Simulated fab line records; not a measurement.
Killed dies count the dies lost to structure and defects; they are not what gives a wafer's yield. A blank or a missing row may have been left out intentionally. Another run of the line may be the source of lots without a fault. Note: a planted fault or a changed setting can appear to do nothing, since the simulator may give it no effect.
fab line records ; flow nandHarc
record lots=6; wafers=18; lastDay=24
route steps=1159 shown A_WL_FILL@814 A_CONTACT@840 END@1159
lots with no fault: from the same line, run without faults
startH: start of the lot's first displayed wafer, in hours after the record's first day ; waitH: hours from the lot's prior step to this one ; " same as the row above ; L1.1+2: a single row standing in for several wafers ; - no value, or no start was given ; * or withheld: withheld ; < > ~ a bound
route shown NAME@n: NAME is a module with steps in the file, n the number in the route of the first one ; usual: mean/standard deviation of fault-free wafers ; same: alike in all rows ; chamber/n: place in a boat ; sites: per-site readings ; _std_site: standard deviation of those values ; _edge_site: the outer-site mean with the inner-site mean subtracted ; radiusMm: how far each site lies from the wafer's centre ; mask NAME#n: copy n ; behind: the last tool/chamber to shape the wafer ; hold: reason for holding the lot/hours on hold/outcome of the hold ; device: which transistor (n, p or np) failed to switch ; end of line: the same wafers' tests at the end of the route ; step lacking rows: just its recipe ; killed: dies that structure and defects cost at the first sort, which is not the same as the wafer's yield ; map: a wafer's dies, x killed, . not, _ none there
set.NAME: the run value of the setting; set.NAME@STEP: its run value at that earlier step ; model.NAME: the simulator's own value behind a step, which no gauge read
lots at selected steps of the route; one table per step, one row per wafer
services: the hour from which a tool's chamber was out of use, counted from the record's first day as startH (under 0 if before that day), plus the number of hours and why
## steps
# step NHARC_A_WL_FILL_ETCHBACK_04
# recipe targetDepthA=600; timeS=120; chemistry=NF3
# step NHARC_A_WL_FILL_ETCHBACK_05
# recipe targetDepthA=220; timeS=60; tempC=40; chemistry=Cl2/BCl3
# step NHARC_A_WL_FILL_STRIP_27
# recipe powerW=1500; tempC=250; timeS=20; chemistry=N2/H2
# step NHARC_A_WL_FILL_STRIP_28
# recipe timeS=1200; tempC=72.5; chemistry=postEtchResidueRemover
# step NHARC_A_WL_FILL_PRECLEAN_06
# recipe timeS=300; chemistry=DIW
# step NHARC_A_WL_FILL_SRD_07
# step NHARC_A_WL_FILL_ANNEAL_08
# recipe tempC=450; timeS=1800
# step NHARC_A_WL_FILL_ALD_10
# recipe targetThkA=500; pulseTimeS=10; aldCycles=500; tempC=300; material=SiO2
# usual heaterPowerW=482/45; precursorPulseHeightRel=1.000/0.018
lot.wafer;tool;chamber;startH;waitH;heaterPowerW;precursorPulseHeightRel
L698.4;aldHk-02;0;355.29;0.0;586;0.983
L698.3;aldHk-02;3;356.82;1.6;441;1.022
L698.5;aldHk-02;1;357.84;2.6;499;1.000
L702.1;aldHk-03;3;379.84;0.6;495;0.955
L702.2;aldHk-03;0;379.84;0.6;511;0.996
L702.5;aldHk-03;2;381.40;2.1;494;1.002
L704.3;aldHk-01;1;394.63;0.1;438;1.009
L704.4;aldHk-01;2;394.63;0.1;457;0.987
L704.6;aldHk-01;2;397.19;2.6;454;0.985
L706.2;aldHk-03;3;403.80;0.6;484;0.986
L706.5;aldHk-03;2;405.36;2.1;491;0.984
L706.6;aldHk-03;3;405.36;2.1;483;0.993
L716.4;aldHk-02;2;458.29;0.6;466;0.994
L716.3;aldHk-02;0;459.33;1.6;599;1.051
L716.5;aldHk-02;2;460.36;2.6;462;1.015
L718.4;aldHk-03;1;476.08;0.6;428;0.992
L718.1;aldHk-03;2;476.08;0.6;503;1.006
L718.5;aldHk-03;1;478.09;2.6;437;1.028
# step NHARC_A_WL_FILL_ETCHBACK_16
# recipe targetDepthA=880; timeS=17.6; c4f8FlowSccm=withheld; o2FlowSccm=8; arFlowSccm=withheld; rfW=600; biasW=800; chemistry=C4F8/O2/Ar
# step NHARC_A_WL_FILL_STRIP_29
# recipe timeS=20; o2FlowSccm=500; arFlowSccm=0; biasW=0; chemistry=O2
# step NHARC_A_WL_FILL_ETCHBACK_17
# recipe targetDepthA=40; timeS=26.7; chemistry=Cl2/BCl3
# step NHARC_A_WL_FILL_PRECLEAN_18
# recipe timeS=30; chemistry=dHF
lot.wafer;tool;chamber;startH;waitH
L698.5+4+3;wetBench-06;7,0,2;360.27;0.1
L702.1+2+5;wetBench-06;6,0,2;384.35;0.2
L704.6+4+3;wetBench-06;3,4,6;399.62;0.1
L706.2+5+6;wetBench-06;6,7,1;408.31;0.1
L716.4+5+3;wetBench-03;4,5,0;462.79;0.1
L718.5+1+4;wetBench-06;5,6,0;480.55;0.1
# step NHARC_A_WL_FILL_SRD_21
# step NHARC_A_WL_FILL_CVD_23
# recipe targetThkA=400; tempC=620; pressureMtorr=200; timeS=800; material=poly-Si
# step NHARC_A_WL_FILL_ETCHBACK_26
# recipe targetDepthA=520; timeS=13.3; hbrFlowSccm=150; rfW=350; icpW=350; biasW=60; chemistry=HBr
# usual drypumpMotorCurrentA=5.7/0.54; oesProductAu=0.997/0.0091; throttleValvePct=23.265/0.0097
lot.wafer;tool;chamber;startH;waitH;drypumpMotorCurrentA;oesProductAu;rfHoursCounterH;throttleValvePct
L698.4;rieSi-02;2;365.46;0.4;5.7;1.000;1.0;23.273
L698.3;rieSi-02;0;365.46;0.4;5.5;0.995;0.9;23.255
L698.5;rieSi-02;3;365.46;0.4;4.8;0.999;-;23.264
L702.1;rieSi-04;0;389.60;0.4;6.3;0.998;0.8;23.265
L702.2;rieSi-04;2;389.60;0.4;6.6;0.997;0.8;23.262
L702.5;rieSi-04;3;389.60;0.4;6.4;0.989;-;23.266
L704.4;rieSi-04;1;404.51;0.4;4.8;0.991;0.9;23.264
L704.3;rieSi-04;2;404.51;0.4;6.6;0.990;0.9;23.273
L704.6;rieSi-04;3;404.51;0.4;6.4;0.998;-;23.263
L706.2;rieSi-02;3;413.36;0.4;4.8;0.992;0.1;23.255
L706.5;rieSi-02;1;413.36;0.4;5.6;0.996;-;23.274
L706.6;rieSi-02;2;413.36;0.4;5.6;0.995;-;23.270
L716.3;rieSi-04;0;468.09;0.4;6.4;0.998;0.1;23.266
L716.4;rieSi-04;1;468.09;0.4;4.8;0.985;0.0;23.260
L716.5;rieSi-04;2;468.09;0.4;6.6;0.975;-;23.277
L718.4;rieSi-02;3;485.80;0.4;4.8;0.998;0.5;23.271
L718.1;rieSi-02;0;485.80;0.4;5.5;1.004;0.4;23.258
L718.5;rieSi-02;2;485.80;0.4;5.7;1.012;-;23.264
# step NHARC_A_WL_FILL_PRECLEAN_30
# recipe timeS=10; chemistry=dHF
# step NHARC_A_WL_FILL_SRD_14
# step NHARC_A_WL_FILL_ALD_19
# recipe targetThkA=20; pulseTimeS=3; aldCycles=100; tempC=450; material=TiN
# usual heaterPowerW=1043/87; precursorPulseHeightRel=1.001/0.018
lot.wafer;tool;chamber;startH;waitH;heaterPowerW;precursorPulseHeightRel
L698.4;aldMetal-03;3;365.75;0.1;1041;0.993
L698.3;aldMetal-03;0;365.75;0.1;1000;1.012
L698.5;aldMetal-03;2;365.75;0.1;1075;1.001
L702.1;aldMetal-03;3;389.86;0.1;1025;1.027
L702.2;aldMetal-03;2;389.86;0.1;1056;1.022
L702.5;aldMetal-03;0;389.86;0.1;986;0.966
L704.4;aldMetal-03;3;404.79;0.1;1018;0.990
L704.3;aldMetal-03;0;404.79;0.1;986;0.997
L704.6;aldMetal-03;1;404.79;0.1;1002;0.981
L706.2;aldMetal-02;2;413.65;0.2;1148;0.996
L706.6;aldMetal-02;0;413.65;0.2;1111;0.971
L706.5;aldMetal-02;1;413.65;0.2;932;0.980
L716.4;aldMetal-01;1;468.34;0.1;1150;1.000
L716.3;aldMetal-01;3;468.34;0.1;1126;1.010
L716.5;aldMetal-01;1;468.34;0.1;1145;1.017
L718.4;aldMetal-01;0;486.08;0.1;1149;1.025
L718.1;aldMetal-01;1;486.08;0.1;1143;1.036
L718.5;aldMetal-01;3;486.08;0.1;1111;0.990
# step NHARC_A_WL_FILL_CVD_20
# recipe targetThkA=750; tempC=300; pressureTorr=40; wf6FlowSccm=40; h2FlowSccm=1600; arFlowSccm=1560; timeS=5064; material=W
# usual heaterPowerW=508/42; throttleValvePct=8.17/0.23
lot.wafer;tool;chamber;startH;waitH;heaterPowerW;throttleValvePct
L698.4;cvdW-02;1;-;-;489;8.27
L698.3;cvdW-02;0;-;-;454;8.29
L698.5;cvdW-02;0;-;-;455;8.05
L702.2;cvdW-01;0;-;-;557;8.07
L702.1;cvdW-01;1;-;-;520;7.84
L702.5;cvdW-01;1;-;-;517;8.10
L704.4;cvdW-02;1;-;-;484;8.60
L704.3;cvdW-02;0;-;-;425;8.11
L704.6;cvdW-02;1;-;-;484;8.31
L706.2;cvdW-01;0;-;-;573;8.42
L706.5;cvdW-01;1;-;-;541;7.94
L706.6;cvdW-01;0;-;-;549;8.32
L716.4;cvdW-01;1;-;-;530;7.95
L716.3;cvdW-01;0;-;-;544;8.40
L716.5;cvdW-01;1;-;-;548;8.17
L718.1;cvdW-01;1;-;-;562;7.92
L718.4;cvdW-01;1;-;-;565;7.84
L718.5;cvdW-01;0;-;-;530;7.88
# step NHARC_A_WL_FILL_CMP_12
# recipe tOverpolishS=30; targetThkNm=75
# usual motorCurrentA=12.0/1.4; overpolishRunS=30.000/0.009; timeToEndpointS=15.0/2.5
lot.wafer;tool;chamber;startH;waitH;motorCurrentA;overpolishRunS;timeToEndpointS
L698.3;cmp-04;2;370.99;2.2;9.9;29.991;11.9
L698.4;cmp-04;1;370.99;2.2;13.8;29.994;13.9
L698.5;cmp-04;2;370.99;2.2;9.2;29.997;10.6
L702.1;cmp-02;0;395.12;3.6;15.0;29.994;17.5
L702.2;cmp-02;2;395.12;3.6;12.1;29.987;16.6
L702.5;cmp-02;3;395.12;3.6;11.4;30.013;18.5
L704.3;cmp-04;1;412.46;2.2;12.8;29.986;14.0
L704.4;cmp-04;0;412.46;2.2;10.2;29.997;17.2
L704.6;cmp-04;1;412.46;2.2;13.4;29.990;16.7
L706.2;cmp-04;2;418.90;3.6;10.1;29.995;13.2
L706.6;cmp-04;0;418.90;3.6;10.2;29.976;17.6
L706.5;cmp-04;1;418.90;3.6;13.5;29.998;14.5
L716.4;cmp-04;3;473.81;2.9;12.6;29.998;15.9
L716.3;cmp-04;0;473.81;2.9;10.4;29.999;14.2
L716.5;cmp-04;3;473.81;2.9;12.4;30.001;14.1
L718.4;cmp-03;0;497.96;3.0;11.9;29.973;16.1
L718.1;cmp-03;1;497.96;3.0;11.4;29.991;16.8
L718.5;cmp-03;3;497.96;3.0;11.3;30.002;14.0
# step NHARC_A_WL_FILL_SRD_31
# step NHARC_A_CONTACT_DEP_24
# recipe targetThkA=5000; tempC=400; pressureTorr=6.5; rfW=900; teosFlowSccm=161.4; flowSccm=2650; targetThkNm=500; gas=O2; material=SiO2
# step NHARC_A_CONTACT_DEP_28
# recipe targetThkA=36000; tempC=400; material=aC
# step NHARC_A_CONTACT_DEP_29
# recipe targetThkA=700; targetThkNm=70; tempC=400; pressureTorr=3.5; flowSccm=200; rfW=350; material=SiON
# step NHARC_A_CONTACT_DEHYDRATE_32
# recipe tempC=150; timeS=120
# step NHARC_A_CONTACT_HMDS_33
# recipe timeS=30
# step NHARC_A_CONTACT_COAT_34
# recipe tempC=260; timeS=75
# step NHARC_A_CONTACT_COAT_35
# recipe tempC=225; timeS=65
# step NHARC_A_CONTACT_COAT_36
# recipe spinRpm=1500; resistThkNm=90
# step NHARC_A_CONTACT_SOFTBAKE_37
# recipe tempC=105; timeS=55
# step NHARC_A_CONTACT_EBR_38
# step NHARC_A_CONTACT_EXPOSE_39
# recipe na=1.35; sigmaOuter=0.8; doseMj=58.79; maskId=A_CC_3
# step NHARC_A_CONTACT_PEB_40
# recipe pebTempC=100; pebTimeS=65
# step NHARC_A_CONTACT_DEVELOP_41
# recipe developTimeS=35; devTempC=23
# step NHARC_A_CONTACT_CD_MEAS_42
# recipe targetCdNm=200; landingEnergyEv=500
# usual cdNm=199.6/0.58
lot.wafer;tool;chamber;startH;waitH;cdNm
L698.3;cdSem-03;0;379.97;-;199.8
L698.4;cdSem-03;0;379.97;-;199.2
L698.5;cdSem-03;0;379.97;-;199.7
L702.1;cdSem-01;0;401.00;-;198.6
L702.2;cdSem-01;0;401.00;-;199.1
L702.5;cdSem-01;0;401.00;-;199.5
L704.3;cdSem-03;0;418.66;-;199.1
L704.4;cdSem-03;0;418.66;-;199.4
L704.6;cdSem-03;0;418.66;-;199.8
L706.2;cdSem-02;0;424.15;-;199.6
L706.5;cdSem-02;0;424.15;-;199.4
L706.6;cdSem-02;0;424.15;-;200.3
L716.3;cdSem-01;0;478.06;-;199.8
L716.4;cdSem-01;0;478.06;-;199.6
L716.5;cdSem-01;0;478.06;-;199.9
L718.1;cdSem-03;0;501.99;-;200.2
L718.4;cdSem-03;0;501.99;-;200.8
L718.5;cdSem-03;0;501.99;-;200.2
# step NHARC_A_CONTACT_OVL_MEAS_43
# usual overlayXNm=0.1/0.83; overlayYNm=0.2/0.9
lot.wafer;tool;chamber;startH;waitH;overlayXNm;overlayYNm
L698.3;overlay-02;-;380.06;-;-0.5;0.4
L698.4;overlay-02;-;380.06;-;0.5;0.6
L698.5;overlay-02;-;380.06;-;0.3;0.2
L702.1;overlay-02;-;401.08;-;0.0;-0.4
L702.2;overlay-02;-;401.08;-;0.2;-0.3
L702.5;overlay-02;-;401.08;-;0.2;-0.2
L704.3;overlay-01;-;418.75;-;0.3;0.7
L704.4;overlay-01;-;418.75;-;0.5;1.0
L704.6;overlay-01;-;418.75;-;0.8;0.5
L706.2;overlay-02;-;424.25;-;-1.6;-0.1
L706.5;overlay-02;-;424.25;-;-1.1;0.4
L706.6;overlay-02;-;424.25;-;-1.2;-0.3
L716.3;overlay-01;-;478.14;-;-1.3;0.6
L716.4;overlay-01;-;478.14;-;-1.1;0.4
L716.5;overlay-01;-;478.14;-;-1.4;0.2
L718.1;overlay-01;-;502.08;-;0.0;2.0
L718.4;overlay-01;-;502.08;-;0.1;1.1
L718.5;overlay-01;-;502.08;-;-0.4;1.6
# step NHARC_END_SORT_01
# recipe tempC=25
# usual killedAtArray=27/9.3; killedAtOther=0.9/1.3; killedAtPeriphery=3.6/2.7; killedDies=31/9.7; killedOpen=3.3/1.8; killedShort=2.0/1.5
# same grossDies=677
lot.wafer;tool;chamber;startH;waitH;killedAtArray;killedAtOther;killedAtPeriphery;killedDies;killedOpen;killedShort
L698.3;prober-01;0;456.08;3.1;23;3;4;30;4;1
L698.4;prober-01;0;456.89;3.4;21;1;0;22;1;1
L698.5;prober-01;0;457.69;3.7;19;2;5;26;4;6
L702.1;prober-02;0;471.54;2.5;16;0;8;24;4;3
L702.2;prober-02;0;472.33;2.8;19;1;3;23;2;1
L702.5;prober-02;0;474.70;3.7;15;0;5;20;3;2
L706.2;prober-01;0;489.34;2.8;84;0;4;88;4;2
L706.5;prober-01;0;491.72;3.7;120;0;1;121;5;0
L706.6;prober-01;0;492.51;4.0;114;1;9;124;4;1
L704.3;prober-02;0;489.49;3.1;69;0;3;72;4;1
L704.4;prober-02;0;490.28;3.4;62;0;4;66;5;2
L704.6;prober-02;0;491.85;3.9;79;0;4;83;4;4
# killed by level:class
L698.3 A_CHANNEL_HOLE_D1:chamberFilmFlake=9 A_CONTACT:chamberFilmFlake=9 THIN_TSV:chamberFilmFlake=3 P_STI:chamberFilmFlake=2 P_CONTACT:geometricParticle:open=1 A_CHANNEL_FILL_D1:geometricParticle:open=1 A_WL_FILL:geometricParticle:open=1 A_CONTACT:geometricParticle:open=1
L698.4 A_CHANNEL_HOLE_D1:chamberFilmFlake=10 A_CONTACT:chamberFilmFlake=9 A_ONON_D1:geometricParticle:short=1 A_BLC:geometricParticle:open=1 THIN_TSV:chamberFilmFlake=1
L698.5 A_CHANNEL_HOLE_D1:chamberFilmFlake=12 A_M1:geometricParticle:short=2 A_CONTACT:chamberFilmFlake=2 P_STI:geometricParticle:open=1 P_GATE:geometricParticle:open=1 P_CONTACT:geometricParticle:open=1 P_CONTACT:geometricParticle:short=1 P_M2:geometricParticle:short=1
L702.1 A_CHANNEL_HOLE_D1:chamberFilmFlake=6 A_STAIRCASE:chamberFilmFlake=5 P_BONDPAD:chamberFilmFlake=3 P_CONTACT:geometricParticle:open=2 A_CHANNEL_FILL_D1:geometricParticle:short=2 A_SGD_CUT:chamberFilmFlake=2 P_STI:geometricParticle:short=1 P_GATE:geometricParticle:open=1
L702.2 A_CHANNEL_HOLE_D1:chamberFilmFlake=11 A_STAIRCASE:chamberFilmFlake=4 P_BONDPAD:chamberFilmFlake=2 A_CONTACT:chamberFilmFlake=2 P_M0:geometricParticle:open=1 A_ONON_D1:geometricParticle:short=1 A_CONTACT:geometricParticle:open=1 THIN_TSV:chamberFilmFlake=1
L702.5 A_CHANNEL_HOLE_D1:chamberFilmFlake=5 A_STAIRCASE:chamberFilmFlake=4 P_BONDPAD:chamberFilmFlake=3 P_GATE:geometricParticle:open=1 A_CHANNEL_HOLE_D1:geometricParticle:short=1 A_SGD_CUT:geometricParticle:open=1 A_BLC:geometricParticle:short=1 A_M0:geometricParticle:open=1
L706.2 A_WL_FILL:unspecified=58 A_SLIT:chamberFilmFlake=15 A_M0:geometricParticle:open=4 A_CHANNEL_HOLE_D1:chamberFilmFlake=2 A_CONTACT:chamberFilmFlake=2 P_CONTACT:geometricParticle:short=1 P_M0:geometricParticle:short=1 P_GATE:chamberFilmFlake=1
L704.3 A_WL_FILL:unspecified=55 A_STAIRCASE:chamberFilmFlake=4 A_CONTACT:chamberFilmFlake=4 A_CHANNEL_FILL_D1:geometricParticle:open=1 A_WL_FILL:geometricParticle:short=1 A_WL_FILL:geometricParticle:open=1 A_CONTACT:geometricParticle:open=1 A_M0:geometricParticle:open=1
L704.4 A_WL_FILL:unspecified=47 A_STAIRCASE:chamberFilmFlake=4 A_CONTACT:geometricParticle:open=3 A_ONON_D1:geometricParticle:short=2 A_CONTACT:chamberFilmFlake=2 A_ONON_D1:geometricParticle:open=1 A_M1:geometricParticle:open=1 P_GATE:chamberFilmFlake=1
L706.5 A_WL_FILL:unspecified=99 A_SLIT:chamberFilmFlake=7 A_CONTACT:chamberFilmFlake=3 A_M0:geometricParticle:open=2 A_CHANNEL_HOLE_D1:chamberFilmFlake=2 A_STAIRCASE:chamberFilmFlake=2 A_ONON_D1:geometricParticle:open=1 A_CONTACT:geometricParticle:open=1
L704.6 A_WL_FILL:unspecified=61 A_CONTACT:chamberFilmFlake=4 A_CHANNEL_HOLE_D1:chamberFilmFlake=3 A_WL_FILL:geometricParticle:short=2 P_M2:chamberFilmFlake=2 A_M0:chamberFilmFlake=2 P_CONTACT:geometricParticle:open=1 A_SOURCE_PLATE:geometricParticle:short=1
L706.6 A_WL_FILL:unspecified=90 A_SLIT:chamberFilmFlake=10 P_ZERO_WELL:chamberFilmFlake=7 A_CHANNEL_HOLE_D1:chamberFilmFlake=5 A_STAIRCASE:chamberFilmFlake=2 A_CONTACT:chamberFilmFlake=2 P_M0:geometricParticle:short=1 P_M2:geometricParticle:open=1
# map L704.6 (x killed, . not)
____________.____________
_________....xxx_________
_______......xxxxx_______
______.......xxxxxx______
_____.....x..xxxxxxx_____
____.........xxxxxxxx____
____....x...x.xxxxxxx____
___...........xxxxxxx.___
___.......x...xxxxxxx.___
__............xxxxxx...__
__............x..xx....__
_......x...........x...._
_...............x......._
_..............x.......x_
_.....x................._
_......................._
.......x.................
.........................
........x............x...
.....x...................
.........................
_......................._
_.x....................._
_...............x.x....._
_.........x............._
_..................x...._
__.....................__
__.............x.x....x__
___x..................___
___...........x.......___
____.................____
____.................____
_____..............._____
______.............______
_______..........._______
_________......._________
____________.____________
# map L706.6 (x killed, . not)
____________x____________
_________...x.xx_________
_______....x..xxx._______
______.......xx....______
_____.......x.x....._____
____...x.............____
____.......x...x....x____
___.........x.....x...___
___................x..___
__..................x..__
__.....................__
_x.....x............x..._
_......................._
_......................._
_......................._
_......................._
.........................
.........................
......x..................
.........................
.........................
_.x....................x_
_xx....................x_
_.xx........x..xx......x_
_...........xxxxxx......_
_............xxxxx......_
__..........xxxxxx.....__
__........xxxxxxxx.x...__
___.....x..xxxxxxxx...___
___........xxxxxxxxx..___
____.....x.xxxxxxxxxx____
____......xxxxxxxxx..____
_____.....xxxxxxxxx._____
______......xxxxxxx______
_______.....xxxxxx_______
_________...x.xx_________
____________.____________
## services
tool;chamber;startH;hours;kind
cmp-04;-;337.27;0.8;repair
aldMetal-02;3;351.52;3.4;repair
cmp-03;-;354.41;4.0;pm
rieSi-02;3;360.79;3.4;repair
aldMetal-02;-;364.00;10.0;pm
cmp-02;-;377.28;4.7;repair
rieSi-04;-;378.16;0.8;repair
cvdW-02;-;378.19;13.0;pm
aldMetal-03;-;382.46;2.1;repair
rieSi-02;-;388.00;9.0;pm
aldHk-01;-;390.47;1.4;repair
cmp-04;-;399.10;4.0;pm
cmp-02;-;401.94;0.3;repair
aldHk-01;-;406.88;10.0;pm
cmp-03;-;414.43;2.3;repair
aldMetal-01;0;428.02;28.2;repair
rieSi-04;3;435.09;4.5;repair
rieSi-04;-;453.00;9.0;pm
aldMetal-01;-;458.00;10.0;pm
aldMetal-03;-;460.59;0.9;repair
aldHk-03;-;469.55;0.7;repair
cvdW-01;-;475.58;13.0;pm
wetBench-06;-;481.60;8.0;pm
cmp-04;-;497.10;4.0;pm
## key
firstSign step=NHARC_END_SORT_01; reading=killedAtArray; direction=up; sigmas=6.6; usual=27; struck=88
effect step=NHARC_END_SORT_01; reading=killedDies; direction=up; sigmas=6.3; usual=31; struck=92
moreKillsBornAt NHARC_A_WL_FILL_PRECLEAN_18@wetBench-06=410
metAt NHARC_A_WL_FILL_PRECLEAN_18
struckWafers L704.3,L704.4,L704.6,L706.2,L706.5,L706.6
testerLeftOut L704,L706
onsetBetween 384.35 399.62
fault kind=chamberParticleSource; tool=wetBench-06; chamber=-; onsetH=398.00; steps=NHARC_A_WL_FILL_PRECLEAN_18; ratePerVisitCm2=1.5332; endH=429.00
# testerLeftOut: of these lots the tester's yield and bins aren't shown, on N5 and GAA mostly nor the transistor test; their killed dies are dies lost to structure and defects alone, not to doping, threshold or leakage, so they don't give the yield
